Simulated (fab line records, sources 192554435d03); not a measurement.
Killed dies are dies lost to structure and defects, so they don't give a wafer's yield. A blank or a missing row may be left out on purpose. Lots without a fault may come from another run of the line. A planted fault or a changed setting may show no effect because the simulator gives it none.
fab line records | flow n5_finfet | part 1 of 2: steps 1 to 18 of 33
record lots=5 wafers=15 last_day=19
route steps=1938 shown SD_EPI_P@299 SD_ACTIVATION@330
lots that met no fault: from a run of the same line without faults
start_h: hours from the record's first day to the start of the lot's first wafer shown | wait_h: hours since the lot's step before | " the same as in the row above | L1.1+2: a row that stands for several wafers | - no value, or no start given | * or withheld: withheld | < > ~ a bound
route shown NAME@n: a module of which the file shows steps, and the number in the route of the first | usual: mean/standard deviation of fault-free wafers | same: alike in all rows | chamber/n: place in a boat | sites: the reading at each site | _std_site: their standard deviation | _edge_site: outer sites' mean less inner sites' | radius_mm: how far each site lies from the wafer's centre | mask NAME#n: copy n | behind: the tool/chamber that last shaped the wafer | hold: why the lot was held/for how many hours/how that ended | device: the transistor (n, p or np) that didn't switch | end of line: the same wafers' tests at the end of the route | a step without rows: its recipe alone | killed: dies lost to structure and defects at the first sort, not the wafer's yield | map: a wafer's dies, x killed, . not, _ none there
set.NAME: the setting as run; set.NAME@STEP: as run at that earlier step | model.NAME: the simulator's own value behind a step, which no gauge read
lots at some steps of the route; a table a step, a row a wafer
services: from which hour (start_h, from the record's first day; less than 0 if before it) a tool's chamber was out of use, for how many hours, and why
## steps
# step N5_SD_EPI_P_SOFTBAKE_04
# recipe temp_c=110 time_s=60 resist=CAR-ArF-block
# usual chill_plate_temp_C=22.99/0.11
# columns lot.wafer tool chamber start_h wait_h chill_plate_temp_C
L076.3 litho_track-04 0 - - 22.87
L076.4 " 0 " " 22.98
L076.6 " 0 " " 22.93
L078.2 litho_track-03 0 - - 22.92
L078.4 " 0 " " 23.00
L078.5 " 0 " " 22.88
L085.1 litho_track-04 0 - - 22.82
L085.3 " 0 " " 23.04
L085.6 " 0 " " 22.96
L091.1 litho_track-04 0 - - 22.98
L091.5 " 0 " " 23.00
L091.6 " 0 " " 22.90
L095.1 litho_track-03 0 - - 22.92
L095.4 " 0 " " 22.78
L095.5 " 0 " " 22.76
# step N5_SD_EPI_P_EXPOSE_06
# recipe mask_id=SD_P_BLK na=1.35 source_shape=conventional sigma_outer=0.8 polarization=unpolarized target_cd_nm=240 dose_mj=39.5
# columns lot.wafer tool chamber start_h wait_h mask
L076.3+4+6 arfi_scanner-01 0 70.40 - SD_P_BLK#0
L078.2+4+5 arfi_scanner-02 0 79.49 - SD_P_BLK#0
L085.1+3+6 arfi_scanner-02 0 119.19 - SD_P_BLK#0
L091.1+5+6 arfi_scanner-02 0 155.25 - SD_P_BLK#0
L095.1+4+5 arfi_scanner-02 0 188.49 - SD_P_BLK#0
# step N5_SD_EPI_P_PEB_07
# recipe peb_temp_c=110 peb_time_s=60 resist=CAR-ArF-block
# usual chill_plate_temp_C=23.01/0.11
# columns lot.wafer tool chamber start_h wait_h chill_plate_temp_C
L076.3 litho_track-04 0 70.45 0.0 22.95
L076.4 " 0 " " 22.95
L076.6 " 0 " " 22.76
L078.2 litho_track-02 0 79.54 0.0 23.07
L078.4 " 0 " " 23.03
L078.5 " 0 " " 22.96
L085.1 litho_track-03 0 119.25 0.1 22.98
L085.3 " 0 " " 23.13
L085.6 " 0 " " 22.99
L091.1 litho_track-02 0 155.30 0.1 22.93
L091.5 " 0 " " 23.00
L091.6 " 0 " " 22.99
L095.1 litho_track-03 0 188.54 0.1 22.91
L095.4 " 0 " " 23.08
L095.5 " 0 " " 23.15
# step N5_SD_EPI_P_DEVELOP_08
# recipe develop_time_s=30 developer=TMAH resist=CAR-ArF-block dev_temp_c=23 rinse_liquid=diw dry=air_spin
# usual chill_plate_temp_C=23.00/0.1
# columns lot.wafer tool chamber start_h wait_h chill_plate_temp_C
L076.3 litho_track-04 0 - - 23.10
L076.4 " 0 " " 23.01
L076.6 " 0 " " 22.80
L078.2 litho_track-02 0 - - 23.18
L078.4 " 0 " " 22.96
L078.5 " 0 " " 22.91
L085.1 litho_track-03 0 - - 22.98
L085.3 " 0 " " 22.95
L085.6 " 0 " " 22.99
L091.1 litho_track-02 0 - - 22.99
L091.5 " 0 " " 23.09
L091.6 " 0 " " 23.08
L095.1 litho_track-03 0 - - 22.90
L095.4 " 0 " " 22.91
L095.5 " 0 " " 23.12
# step N5_SD_EPI_P_CD_MEAS_09
# recipe target_cd_nm=240 landing_energy_ev=500 detector=se_inlens
# usual cd_nm=239.7/1
# same landing_energy_ev=500
# columns lot.wafer tool chamber start_h wait_h cd_nm
L076.3 cd_sem-02 0 70.52 - 239.9
L076.4 " 0 " " 239.7
L076.6 " 0 " " 241.1
L078.2 cd_sem-02 0 79.61 - 240.9
L078.4 " 0 " " 240.9
L078.5 " 0 " " 239.0
L085.1 cd_sem-03 0 119.32 - 239.9
L085.3 " 0 " " 240.2
L085.6 " 0 " " 239.2
L091.1 cd_sem-02 0 155.37 - 239.8
L091.5 " 0 " " 240.2
L091.6 " 0 " " 239.1
L095.1 cd_sem-02 0 188.61 - 236.6
L095.4 " 0 " " 237.6
L095.5 " 0 " " 238.0
# step N5_SD_EPI_P_OVL_MEAS_10
# recipe points_per_wafer=44
# usual SD_P_BLK_OVL=-0.5/0.79
# same points_per_wafer=44
# columns lot.wafer tool chamber start_h wait_h SD_P_BLK_OVL[nm]
L076.3 overlay-01 0 70.55 0.0 -1.1
L076.4 " 0 " " -1.3
L076.6 " 0 " " -0.1
L078.2 overlay-02 0 79.64 0.0 -0.3
L078.4 " 0 " " -1.2
L078.5 " 0 " " -1.1
L085.1 overlay-02 0 119.35 0.0 0.5
L085.3 " 0 " " -0.6
L085.6 " 0 " " 0.0
L091.1 overlay-02 0 155.40 0.0 -0.8
L091.5 " 0 " " -0.2
L091.6 " 0 " " 0.5
L095.1 overlay-01 0 188.64 0.0 0.8
L095.4 " 0 " " -0.7
L095.5 " 0 " " 0.4
# step N5_SD_EPI_P_INSPECT_11
# recipe mode=adi inspect_instrument=macro
# usual raw_defect_count=2.2/1.5
# columns lot.wafer tool chamber start_h wait_h raw_defect_count
L076.3 defect_inspect-02 - 70.57 0.0 1
L076.4 " - " " 1
L076.6 " - " " 4
L078.2 defect_inspect-02 - 79.66 0.0 2
L078.4 " - " " 7
L078.5 " - " " 4
L085.1 defect_inspect-01 - 119.37 0.0 2
L085.3 " - " " 1
L085.6 " - " " 6
L091.1 defect_inspect-02 - 155.42 0.0 2
L091.5 " - " " 4
L091.6 " - " " 4
L095.1 defect_inspect-02 - 188.67 0.0 1
L095.4 " - " " 1
L095.5 " - " " 4
# step N5_SD_EPI_P_DESCUM_14
# recipe chemistry=O2 time_s=7.9 source_power_w=50 bias_power_w=20 pressure_mtorr=20 rf_frequency_hz=2.712e+07 temp_c=40 resist=CAR-ArF-block o2_flow_sccm=225
# usual drypump_motor_current_A=5.5/0.5 o2_flow_sccm=224.9/0.66 oes_product_au=0.78/0.07 rf_vpp_V=243.6/1.1 showerhead_plenum_p_Torr=2.12/0.051 throttle_valve_pct=20.46/0.19
# columns lot.wafer tool chamber start_h wait_h drypump_motor_current_A o2_flow_sccm oes_product_au rf_hours_counter_h rf_vpp_V showerhead_plenum_p_Torr throttle_valve_pct
L076.3 rie_diel-04 0 70.61 0.0 5.1 223.8 0.84 57 242.4 2.11 20.27
L076.4 " 3 " " 5.3 224.2 0.89 24 245.4 2.16 20.46
L076.6 " 2 " " 5.0 226.0 0.92 - 240.5 2.05 20.48
L078.2 rie_diel-02 1 79.69 0.0 5.8 225.1 0.81 112 244.3 2.10 20.29
L078.4 " 0 " " 5.3 225.7 0.74 174 244.1 2.09 20.64
L078.5 " 0 " " 5.3 225.0 0.74 - 242.4 2.09 20.63
L085.1 rie_diel-04 2 119.52 0.1 5.0 224.9 0.89 51 244.9 2.04 20.48
L085.3 " 1 " " 6.1 224.3 0.76 145 243.7 2.20 20.41
L085.6 " 0 " " 5.1 225.7 0.82 - 245.1 2.11 20.30
L091.1 rie_diel-06 0 155.46 0.0 4.9 224.2 0.69 223 242.2 2.06 20.11
L091.5 " 2 " " 5.8 225.2 0.76 - 245.3 2.11 20.81
L091.6 " 0 " " 4.9 225.4 0.70 - 241.8 2.06 20.11
L095.1 rie_diel-02 3 188.70 0.0 5.0 223.7 0.74 170 244.6 2.18 20.30
L095.4 " 1 " " 5.8 225.0 0.77 143 243.5 2.09 20.35
L095.5 " 2 " " 6.4 223.8 0.96 - 243.3 2.15 20.40
# step N5_SD_EPI_P_ETCH_36
# recipe chemistry=CF4 target=SiARC target_depth_a=455 mask_material=CAR-ArF-block time_s=75.8 ion_energy_ev=80 pressure_mtorr=40 source_w=545 bias_w=36 Ar_flow_sccm=100 cf4_flow_sccm=100 ends=cleared
# usual drypump_motor_current_A=5.5/0.5 etch_rf_on_time_s=76.4/1.6 oes_product_au=0.66/0.061 rf_vpp_V=184.4/0.96 showerhead_plenum_p_Torr=2.17/0.047 throttle_valve_pct=15.62/0.18
# columns lot.wafer tool chamber start_h wait_h drypump_motor_current_A etch_rf_on_time_s oes_product_au rf_hours_counter_h rf_vpp_V showerhead_plenum_p_Torr throttle_valve_pct
L076.3 rie_diel-04 0 70.64 0.0 5.1 75.7 0.71 57 185.2 2.17 15.49
L076.4 " 3 " " 5.3 76.4 0.75 24 184.4 2.18 15.42
L076.6 " 2 " " 5.0 74.4 0.78 - 184.4 2.11 15.66
L078.2 rie_diel-02 1 79.73 0.0 5.7 75.2 0.70 112 184.2 2.16 15.52
L078.4 " 0 " " 5.3 79.9 0.62 174 183.2 2.13 15.76
L078.5 " 0 " " 5.3 79.3 0.61 - 184.3 2.13 15.75
L085.1 rie_diel-04 2 119.55 0.0 5.0 75.8 0.75 51 182.6 2.10 15.69
L085.3 " 1 " " 6.1 76.0 0.66 145 184.1 2.24 15.53
L085.6 " 0 " " 5.1 74.5 0.70 - 183.9 2.17 15.53
L091.1 rie_diel-06 0 155.49 0.0 4.9 76.5 0.59 223 182.9 2.12 15.48
L091.5 " 2 " " 5.8 76.7 0.65 - 183.6 2.14 15.83
L091.6 " 0 " " 4.9 76.6 0.60 - 183.7 2.12 15.48
L095.1 rie_diel-02 3 188.73 0.0 4.9 78.6 0.63 170 185.7 2.22 15.46
L095.4 " 1 " " 5.7 76.7 0.67 143 183.0 2.15 15.59
L095.5 " 2 " " 6.3 75.5 0.82 - 184.7 2.20 15.50
# step N5_SD_EPI_P_ETCH_37
# recipe chemistry=N2/H2 target=SOC overetch_a=1080 mask_material=SiARC temp_c=40 ion_energy_ev=100 source_w=3000 bias_w=133 pressure_mtorr=20 time_s=486 n2_flow_sccm=200 h2_flow_sccm=200 ends=end_point
# usual drypump_motor_current_A=5.5/0.5 oes_product_au=0.70/0.059 rf_vpp_V=241.1/1.1 showerhead_plenum_p_Torr=2.58/0.061 throttle_valve_pct=23.95/0.26
# columns lot.wafer tool chamber start_h wait_h drypump_motor_current_A oes_product_au rf_hours_counter_h rf_vpp_V showerhead_plenum_p_Torr throttle_valve_pct
L076.3 rie_diel-04 0 70.70 0.0 5.1 0.75 58 239.6 2.57 23.58
L076.4 " 3 " " 5.3 0.78 24 239.7 2.59 23.68
L076.6 " 2 " " 5.0 0.80 - 240.8 2.47 23.81
L078.2 rie_diel-02 1 79.79 0.0 5.8 0.72 112 240.1 2.56 23.98
L078.4 " 0 " " 5.3 0.66 174 238.9 2.53 24.39
L078.5 " 0 " " 5.3 0.66 - 241.7 2.53 24.40
L085.1 rie_diel-04 2 119.61 0.0 5.0 0.79 51 241.8 2.46 23.82
L085.3 " 1 " " 6.2 0.69 145 242.0 2.65 23.86
L085.6 " 0 " " 5.1 0.73 - 241.5 2.56 23.58
L091.1 rie_diel-06 0 155.55 0.0 4.9 0.61 223 239.3 2.52 23.52
L091.5 " 2 " " 5.8 0.69 - 239.8 2.53 24.24
L091.6 " 0 " " 4.9 0.62 - 239.9 2.52 23.53
L095.1 rie_diel-02 3 188.79 0.0 5.0 0.67 170 240.0 2.66 23.83
L095.4 " 1 " " 5.7 0.71 143 241.1 2.55 24.01
L095.5 " 2 " " 6.4 0.85 - 241.4 2.60 23.73
# step N5_SD_EPI_P_STRIP_38
# recipe chemistry=N2/H2 temp_c=40 n2_flow_sccm=200 h2_flow_sccm=200 rf_frequency_hz=6e+07
# columns lot.wafer tool chamber start_h wait_h
L076.3+4+6 rie_diel-04 0,3,2 71.01 0.2
L078.2+4+5 rie_diel-02 1,0,0 80.10 0.2
L085.1+3+6 rie_diel-04 2,1,0 119.92 0.2
L091.1+5+6 rie_diel-06 0,2,0 155.86 0.2
L095.1+4+5 rie_diel-02 3,1,2 189.10 0.2
# step N5_SD_EPI_P_ETCHBACK_46
# recipe chemistry=CH3F/O2 mode=anisotropic_etchback target=SiNx target_depth_a=175 stop_on=SiO2 over_etch_frac=0.3 ion_energy_ev=120 pressure_mtorr=30 source_w=395 bias_w=73 Ar_flow_sccm=150 CH3F_flow_sccm=30 O2_flow_sccm=20
# usual CH3F_flow_sccm=29.99/0.097 drypump_motor_current_A=5.5/0.5 oes_product_au=0.67/0.056 rf_vpp_V=298/4.1 showerhead_plenum_p_Torr=2.03/0.051 throttle_valve_pct=16.36/0.16
# same over_etch_frac=0.3
# columns lot.wafer tool chamber start_h wait_h CH3F_flow_sccm drypump_motor_current_A oes_product_au rf_hours_counter_h rf_vpp_V showerhead_plenum_p_Torr throttle_valve_pct
L076.3 rie_diel-04 0 71.02 0.0 30.01 5.1 0.71 58 294 2.03 16.23
L076.4 " 3 " " 30.09 5.3 0.75 24 292 2.05 16.24
L076.6 " 2 " " 30.01 5.0 0.77 - 309 1.96 16.36
L078.2 rie_diel-02 1 80.11 0.0 29.90 5.7 0.69 112 297 2.00 16.17
L078.4 " 0 " " 29.93 5.3 0.63 174 296 1.99 16.48
L078.5 " 0 " " 29.98 5.3 0.63 - 295 1.99 16.48
L085.1 rie_diel-04 2 119.93 0.0 29.79 5.0 0.75 51 309 1.95 16.40
L085.3 " 1 " " 29.91 6.1 0.66 145 299 2.09 16.27
L085.6 " 0 " " 29.97 5.1 0.69 - 294 2.02 16.28
L091.1 rie_diel-06 0 155.87 0.0 29.91 4.9 0.60 224 294 1.99 16.21
L091.5 " 2 " " 29.88 5.8 0.65 - 300 1.99 16.55
L091.6 " 0 " " 29.97 4.9 0.59 - 292 1.99 16.23
L095.1 rie_diel-02 3 189.11 0.0 29.98 4.9 0.64 170 302 2.09 16.27
L095.4 " 1 " " 30.03 5.7 0.67 143 295 1.99 16.22
L095.5 " 2 " " 30.08 6.4 0.80 - 300 2.07 16.29
# step N5_SD_EPI_P_ETCH_47
# recipe chemistry=CH3F/O2 target=SiOCN target_depth_a=250 mask_material=SOC ion_energy_ev=60 bias_w=29 pressure_mtorr=30 source_w=410 Ar_flow_sccm=150 CH3F_flow_sccm=30 O2_flow_sccm=20
# usual CH3F_flow_sccm=29.99/0.088 drypump_motor_current_A=5.5/0.5 oes_product_au=0.78/0.072 rf_vpp_V=127.6/1.9 showerhead_plenum_p_Torr=2.03/0.051 throttle_valve_pct=16.34/0.16
# columns lot.wafer tool chamber start_h wait_h CH3F_flow_sccm drypump_motor_current_A oes_product_au rf_hours_counter_h rf_vpp_V showerhead_plenum_p_Torr throttle_valve_pct
L076.3 rie_diel-04 0 71.12 0.1 30.08 5.1 0.84 58 126.4 2.03 16.20
L076.4 " 3 " " 30.13 5.3 0.88 24 125.0 2.05 16.23
L076.6 " 2 " " 29.93 5.0 0.92 - 132.5 1.96 16.34
L078.2 rie_diel-02 1 80.21 0.1 30.02 5.7 0.81 112 126.0 2.00 16.14
L078.4 " 0 " " 29.95 5.3 0.73 174 125.3 1.99 16.47
L078.5 " 0 " " 29.95 5.3 0.72 - 125.7 1.99 16.48
L085.1 rie_diel-04 2 120.03 0.1 29.83 4.9 0.89 51 132.4 1.95 16.35
L085.3 " 1 " " 30.02 6.1 0.78 145 129.5 2.09 16.24
L085.6 " 0 " " 30.12 5.1 0.83 - 127.2 2.02 16.23
L091.1 rie_diel-06 0 155.97 0.1 29.87 4.9 0.69 224 125.7 1.99 16.21
L091.5 " 2 " " 30.04 5.8 0.76 - 129.4 1.99 16.52
L091.6 " 0 " " 29.86 4.9 0.69 - 126.0 1.99 16.20
L095.1 rie_diel-02 3 189.21 0.1 30.01 5.0 0.74 170 128.0 2.09 16.27
L095.4 " 1 " " 29.95 5.8 0.78 143 126.2 1.99 16.20
L095.5 " 2 " " 29.94 6.4 0.95 - 129.3 2.07 16.27
# step N5_SD_EPI_P_ETCH_16
# recipe chemistry=CHF3/O2 target=SiO2 target_depth_a=50 mask_material=SOC pressure_mtorr=30 source_w=650 bias_w=170 Ar_flow_sccm=200 CHF3_flow_sccm=50 O2_flow_sccm=5 ion_energy_ev=200
# usual drypump_motor_current_A=5.5/0.5 oes_product_au=0.78/0.071 rf_vpp_V=524/7.6 showerhead_plenum_p_Torr=2.44/0.057 throttle_valve_pct=18.91/0.16
# columns lot.wafer tool chamber start_h wait_h drypump_motor_current_A oes_product_au rf_hours_counter_h rf_vpp_V showerhead_plenum_p_Torr throttle_valve_pct
L076.3 rie_diel-04 0 71.22 0.1 5.1 0.84 58 519 2.45 18.83
L076.4 " 3 " " 5.3 0.89 24 515 2.47 18.81
L076.6 " 2 " " 5.0 0.92 - 545 2.37 19.00
L078.2 rie_diel-02 1 80.31 0.1 5.7 0.81 113 518 2.41 18.70
L078.4 " 0 " " 5.3 0.72 174 521 2.39 19.05
L078.5 " 0 " " 5.3 0.72 - 519 2.39 19.05
L085.1 rie_diel-04 2 120.13 0.1 5.0 0.90 51 545 2.36 19.02
L085.3 " 1 " " 6.2 0.77 145 525 2.52 18.80
L085.6 " 0 " " 5.1 0.82 - 519 2.44 18.84
L091.1 rie_diel-06 0 156.07 0.1 4.9 0.69 224 516 2.39 18.71
L091.5 " 2 " " 5.8 0.76 - 527 2.40 19.10
L091.6 " 0 " " 4.9 0.70 - 515 2.39 18.72
L095.1 rie_diel-02 3 189.31 0.1 4.9 0.75 170 527 2.51 18.79
L095.4 " 1 " " 5.7 0.79 143 518 2.40 18.76
L095.5 " 2 " " 6.4 0.95 - 528 2.48 18.89
# step N5_SD_EPI_P_STRIP_50
# recipe chemistry=CHF3/O2 resist=SiARC rf_frequency_hz=6e+07
# columns lot.wafer tool chamber start_h wait_h
L076.3+4+6 rie_diel-04 0,3,2 71.26 0.0
L078.2+4+5 rie_diel-02 1,0,0 80.35 0.0
L085.1+3+6 rie_diel-04 2,1,0 120.17 0.0
L091.1+5+6 rie_diel-06 0,2,0 156.11 0.0
L095.1+4+5 rie_diel-02 3,1,2 189.35 0.0
# step N5_SD_EPI_P_SD_RECESS_17
# recipe chemistry=HBr/Cl2/O2 target_depth_a=391 bt_time_s=3 pressure_mtorr=10 icp_w=800 bias_w=112 HBr_flow_sccm=150 Cl2_flow_sccm=80 O2_flow_sccm=12
# usual drypump_motor_current_A=5.7/0.46 oes_product_au=0.997/0.014 throttle_valve_pct=37.00/0.21
# columns lot.wafer tool chamber start_h wait_h drypump_motor_current_A oes_product_au rf_hours_counter_h throttle_valve_pct
L076.3 rie_si-02 2 71.30 0.0 5.5 1.003 37 37.17
L076.4 " 3 " " 5.1 1.013 31 37.34
L076.6 " 0 " " 6.5 1.000 - 36.49
L078.2 rie_si-04 2 80.38 0.0 5.8 0.974 113 36.77
L078.4 " 3 " " 5.7 0.987 182 36.96
L078.5 " 0 " " 5.3 1.003 - 37.13
L085.1 rie_si-04 2 120.20 0.0 5.9 0.978 113 36.77
L085.3 " 3 " " 5.7 0.978 183 36.96
L085.6 " 1 " " 5.9 0.984 - 36.96
L091.1 rie_si-04 3 156.15 0.0 5.7 0.986 183 36.96
L091.5 " 3 " " 5.6 0.992 - 36.96
L091.6 " 2 " " 5.9 0.983 - 36.75
L095.1 rie_si-03 2 189.39 0.0 4.7 1.007 107 36.98
L095.4 " 1 " " 6.0 1.014 147 37.26
L095.5 " 1 " " 6.0 1.012 - 37.23
# step N5_SD_EPI_P_WET_ETCH_45
# recipe chemistry=dHF dilution=withheld time_s=10.7 target=SiO2 target_depth_a=20 temp_c=25 dry=ipa_marangoni rinse_time_s=30 rinse_temp_c=23
# usual rinse_temp_c=23.02/0.11
# columns lot.wafer tool chamber start_h wait_h rinse_temp_c
L076.3 wet_bench-02 5 71.40 0.1 22.91
L076.4 " 7 " " 23.01
L076.6 " 4 " " 23.00
L078.2 wet_bench-05 1 80.48 0.1 22.83
L078.4 " 2 " " 23.02
L078.5 " 7 " " 23.01
L085.1 wet_bench-03 3 120.31 0.1 23.18
L085.3 " 7 " " 23.09
L085.6 " 5 " " 22.76
L091.1 wet_bench-02 1 156.24 0.1 23.05
L091.5 " 6 " " 23.03
L091.6 " 0 " " 22.92
L095.1 wet_bench-03 6 189.48 0.1 22.96
L095.4 " 7 " " 23.08
L095.5 " 3 " " 23.16
# step N5_SD_EPI_P_STRIP_40
# recipe chemistry=N2/H2 power_w=1000 temp_c=250 h2_frac=0.65 overash_fraction=0.3 pressure_mtorr=withheld n2_flow_sccm=1750 h2_flow_sccm=3250
# usual drypump_motor_current_A=5.7/0.43 heater_power_w=352/31 oes_product_au=0.762/0.01
# columns lot.wafer tool chamber start_h wait_h drypump_motor_current_A heater_power_w oes_product_au rf_hours_counter_h
L076.3 plasma_asher-01 0 71.47 0.0 5.6 369 0.741 -
L076.4 " 1 " " 5.3 304 0.740 -
L076.6 " 0 " " 5.5 367 0.781 -
L078.2 plasma_asher-01 1 80.53 0.0 5.3 301 0.753 37
L078.4 " 1 " " 5.3 308 0.753 -
L078.5 " 0 " " 5.5 370 0.760 -
L085.1 plasma_asher-02 1 120.36 0.0 5.7 365 0.767 96
L085.3 " 1 " " 5.7 365 0.749 -
L085.6 " 1 " " 5.7 359 0.767 -
L091.1 plasma_asher-02 1 156.29 0.0 5.7 357 0.760 103
L091.5 " 1 " " 5.7 356 0.766 -
L091.6 " 0 " " 6.5 388 0.758 -
L095.1 plasma_asher-01 0 189.53 0.0 5.5 365 0.766 58
L095.4 " 0 " " 5.5 367 0.764 -
L095.5 " 0 " " 5.5 362 0.762 -
